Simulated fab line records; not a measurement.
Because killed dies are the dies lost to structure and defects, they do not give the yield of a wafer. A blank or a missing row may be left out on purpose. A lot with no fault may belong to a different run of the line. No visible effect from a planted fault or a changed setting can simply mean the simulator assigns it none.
The tool behind it: which one?    flow n5Finfet    Sampling: 12 lots, 36 wafers, 4 of 1938 route steps

## WHAT THE GAUGES READ, wafer by wafer
N5_BEOL_M7_OVL_MEAS_12.
lot   measured      on          M7_OVL (nm)
L762  day 8 11:50   overlay-02  0.5 2.1 0.7
L764  day 9 05:14   overlay-02  -1.1 0.8 -0.4
L763  day 9 08:50   overlay-02  -0.1 1.4 1.5
L765  day 9 15:35   overlay-02  -1.3 -1.8 -1.5
L766  day 9 20:52   overlay-01  -0.6 0.6 1.5
L768  day 10 07:54  overlay-01  -1.1 -1.2 -1.6
L769  day 10 08:04  overlay-02  -0.8 0.3 0.0
L770  day 10 15:25  overlay-01  1.0 -0.3 0.4
L774  day 11 17:16  overlay-01  0.0 1.1 -1.2
L776  day 12 10:17  overlay-02  0.5 -0.4 0.3
L778  day 12 21:03  overlay-02  0.9 -0.4 0.6
L783  day 14 05:11  overlay-01  -0.2 0.3 0.5

## WHAT TOOL EACH LOT RAN ON (gives the tool, then ch and the chambers of the sampled wafers, and finally the start)
lot   N5_BEOL_M6_DEGAS_44          N5_BEOL_M7_CURE_74            N5_BEOL_M7_EXPOSE_08
L762  pvdSputter-03, day 8 08:55   uvCure-02 ch 0, day 8 10:41   arfiScanner-03 ch 0, day 8 11:40
L764  pvdSputter-01, day 9 00:56   uvCure-01 ch 1, day 9 03:34   arfiScanner-01 ch 0, day 9 05:04
L763  pvdSputter-01, day 9 04:04   uvCure-01 ch 0, day 9 06:20   arfiScanner-02 ch 0, day 9 08:41
L765  pvdSputter-03, day 9 11:02   uvCure-03 ch 1, day 9 12:46   arfiScanner-03 ch 0, day 9 15:26
L766  pvdSputter-02, day 9 16:56   uvCure-01 ch 0, day 9 19:23   arfiScanner-01 ch 0, day 9 20:42
L768  pvdSputter-02, day 10 04:23  uvCure-02 ch 2, day 10 06:19  arfiScanner-01 ch 0, day 10 07:44
L769  pvdSputter-03, day 10 04:28  uvCure-01 ch 2, day 10 06:36  arfiScanner-02 ch 0, day 10 07:55
L770  pvdSputter-02, day 10 11:27  uvCure-02 ch 0, day 10 13:38  arfiScanner-03 ch 0, day 10 15:16
L774  pvdSputter-03, day 11 14:13  uvCure-01 ch 0, day 11 16:01  arfiScanner-02 ch 0, day 11 17:07
L776  pvdSputter-02, day 12 05:46  uvCure-02 ch 1, day 12 07:30  arfiScanner-03 ch 0, day 12 10:08
L778  pvdSputter-03, day 12 16:58  uvCure-02 ch 2, day 12 19:06  arfiScanner-02 ch 0, day 12 20:55
L783  pvdSputter-03, day 14 02:07  uvCure-03 ch 1, day 14 03:57  arfiScanner-01 ch 0, day 14 05:02
- N5_BEOL_M6_DEGAS_44: time 60 s.
- N5_BEOL_M7_CURE_74: cures SiCOH lowk, time 240 s.
- N5_BEOL_M7_EXPOSE_08: exposes mask M7.

## AS READ BY THE TOOLS THEMSELVES (means over the sampled wafers that have a number; for cases with no such wafer, the mark the record gives instead)
N5_BEOL_M6_DEGAS_44.
lot   tool           heaterPowerW (W)
L762  pvdSputter-03  354
L764  pvdSputter-01  339
L763  pvdSputter-01  309
L765  pvdSputter-03  343
L766  pvdSputter-02  313
L768  pvdSputter-02  310
L769  pvdSputter-03  348
L770  pvdSputter-02  305
L774  pvdSputter-03  347
L776  pvdSputter-02  334
L778  pvdSputter-03  354
L783  pvdSputter-03  354

N5_BEOL_M7_CURE_74.
lot   tool       lampPowerPct (%)  wafer_temp_C_max
L762  uvCure-02  52.31             386.4
L764  uvCure-01  52.33             386.3
L763  uvCure-01  52.32             386.6
L765  uvCure-03  52.34             387.3
L766  uvCure-01  52.38             386.7
L768  uvCure-02  52.35             387.2
L769  uvCure-01  52.33             387.2
L770  uvCure-02  52.22             385.8
L774  uvCure-01  52.29             386.9
L776  uvCure-02  52.32             386.1
L778  uvCure-02  52.29             387.1
L783  uvCure-03  52.34             387.5

N5_BEOL_M7_EXPOSE_08.
lot   tool            exposureDoseMJCm2
L762  arfiScanner-03  68.24
L764  arfiScanner-01  68.21
L763  arfiScanner-02  68.24
L765  arfiScanner-03  68.14
L766  arfiScanner-01  68.22
L768  arfiScanner-01  68.29
L769  arfiScanner-02  68.14
L770  arfiScanner-03  68.20
L774  arfiScanner-02  70.16
L776  arfiScanner-03  68.28
L778  arfiScanner-02  69.44
L783  arfiScanner-01  68.18

## THE ANSWER, worked out from the rows above alone
Rule: usual is defined by the lots themselves. Put in order of their means at a reading, lots are off if they are a third of the lots or fewer, leave a main group of 4 or more, and stand apart from it by a gap of 3 or more times the standard deviation of the main group's means; of several such gaps the widest counts. If all means in a main group match to the digits the tables above print for the reading, that group is not used. Also off: a lot with no number at a reading for which 4 or more lots have one. The other lots that the step has rows for count as sound. First the gauges in route order, then the tools' own readings, where a lot's mean is used as printed above. At the first step where some lot is off, the reading lying furthest off is the one used; lots without a number count as furthest.
Off, at N5_BEOL_M7_EXPOSE_08 on exposureDoseMJCm2: L774, L778. Mean 68.21 and standard deviation 0.049 in the main group.
If a tool, at that step or one of the process steps before it, ran each lot that is off and ran no sound lot following the first of them, it fits. One fits: N5_BEOL_M7_EXPOSE_08 on arfiScanner-02. Its last sound lot is L769 (day 10 07:55), its first lot that is off L774 (day 11 17:07): a fault that began between those two fits.
On the lots that are off, the tool's own readings at N5_BEOL_M7_EXPOSE_08 differ by more than 5 times the standard deviation of the sound lots' means, which bears it out; exposureDoseMJCm2 reads 69.80 there versus 68.21 on the sound lots.

## WHAT HAD BEEN PUT IN BY THE SIMULATOR
Process parameters drifting: arfiScanner-02 at N5_BEOL_M7_EXPOSE_08, beginning at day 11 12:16. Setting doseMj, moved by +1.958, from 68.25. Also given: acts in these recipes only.
Lots struck among those shown: L774, L778. The rule given above showed the same thing.
